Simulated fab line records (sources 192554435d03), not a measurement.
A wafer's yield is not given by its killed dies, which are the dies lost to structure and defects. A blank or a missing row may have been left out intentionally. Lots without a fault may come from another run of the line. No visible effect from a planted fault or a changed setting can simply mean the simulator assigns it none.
Matching of chambers + flow n5-finfet + N5_BEOL_M9_CMP_52 on cmp-02 has 4 sister chambers
The step polishes, stops on SiCOH lowk, t overpolish 7 s, target thk 140 nm. 14 wafers are shown with their chamber, then 7 later ones without.

WAFERS WITH THEIR CHAMBER
| wafer  | chamber | motor-current-A (A) | overpolish-run-s (s) | time-to-endpoint-s (s) |
|--------|---------|---------------------|----------------------|------------------------|
| L074.2 | 3       | 7.0                 | 6.998                | 66.2                   |
| L074.5 | 2       | 6.1                 | 7.012                | 66.7                   |
| L074.6 | 1       | 6.2                 | 7.004                | 67.0                   |
| L075.2 | 2       | 5.8                 | 7.013                | 64.6                   |
| L075.4 | 3       | 7.0                 | 6.983                | 60.8                   |
| L075.5 | 0       | 6.4                 | 6.997                | 64.3                   |
| L077.2 | 0       | 6.7                 | 7.007                | 63.9                   |
| L077.3 | 2       | 6.0                 | 7.009                | 63.6                   |
| L077.6 | 3       | 6.9                 | 7.009                | 65.1                   |
| L083.2 | 0       | 6.2                 | 7.013                | 63.4                   |
| L083.3 | 1       | 6.2                 | 7.005                | 64.9                   |
| L083.4 | 2       | 6.5                 | 7.003                | 62.4                   |
| L088.2 | 2       | 6.0                 | 7.015                | 64.1                   |
| L088.3 | 0       | 6.4                 | 6.994                | 65.8                   |

SIGNATURES (averages over the wafers above)
| reading            | chamber 0 | chamber 1 | chamber 2 | chamber 3 | scatter within a chamber |
|--------------------|-----------|-----------|-----------|-----------|--------------------------|
| motor-current-A    | 6.425     | 6.200     | 6.080     | 6.967     | 0.201                    |
| overpolish-run-s   | 7.00275   | 7.00450   | 7.01040   | 6.99667   | 0.00813                  |
| time-to-endpoint-s | 64.350    | 65.950    | 64.280    | 64.033    | 1.78                     |
Rule: for a wafer and a chamber, the distance is found by dividing, reading by reading, the gap between the wafer's reading and the chamber's mean by the reading's scatter, squaring, summing and taking the root. The wafer belongs to the nearest chamber; if the next one is less than 2 further off, it can't be placed. The scatter is the square root of a quotient: the sum, over the shown wafers, of each reading's squared deviation from its chamber's mean, divided by wafers minus chambers.

WAFERS MISSING THEIR CHAMBER
| wafer  | motor-current-A (A) | overpolish-run-s (s) | time-to-endpoint-s (s) |
|--------|---------------------|----------------------|------------------------|
| L088.4 | 7.1                 | 7.007                | 60.2                   |
| L089.1 | 6.4                 | 7.010                | 65.2                   |
| L089.5 | 5.9                 | 6.993                | 68.9                   |
| L089.6 | 5.8                 | 6.989                | 66.7                   |
| L090.3 | 6.1                 | 7.002                | 65.3                   |
| L090.4 | 6.9                 | 6.999                | 63.3                   |
| L090.5 | 6.7                 | 7.018                | 67.8                   |

WHICH CHAMBER EACH ONE RAN IN
| wafer  | from the rows above               | in truth |
|--------|-----------------------------------|----------|
| L088.4 | can't be placed: 3 or 0           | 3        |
| L089.1 | can't be placed: 0 or 1 or 2      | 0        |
| L089.5 | can't be placed: 1 or 2 or 0      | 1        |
| L089.6 | can't be placed: 1 or 2 or 0      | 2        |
| L090.3 | can't be placed: 1 or 2 or 0      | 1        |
| L090.4 | can't be placed: 3 or 0           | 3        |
| L090.5 | can't be placed: 0 or 1 or 3 or 2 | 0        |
0 of 7 placed correctly. These rows do not allow placing 7 (true chamber among the candidates in 7). 0 placed wrongly.
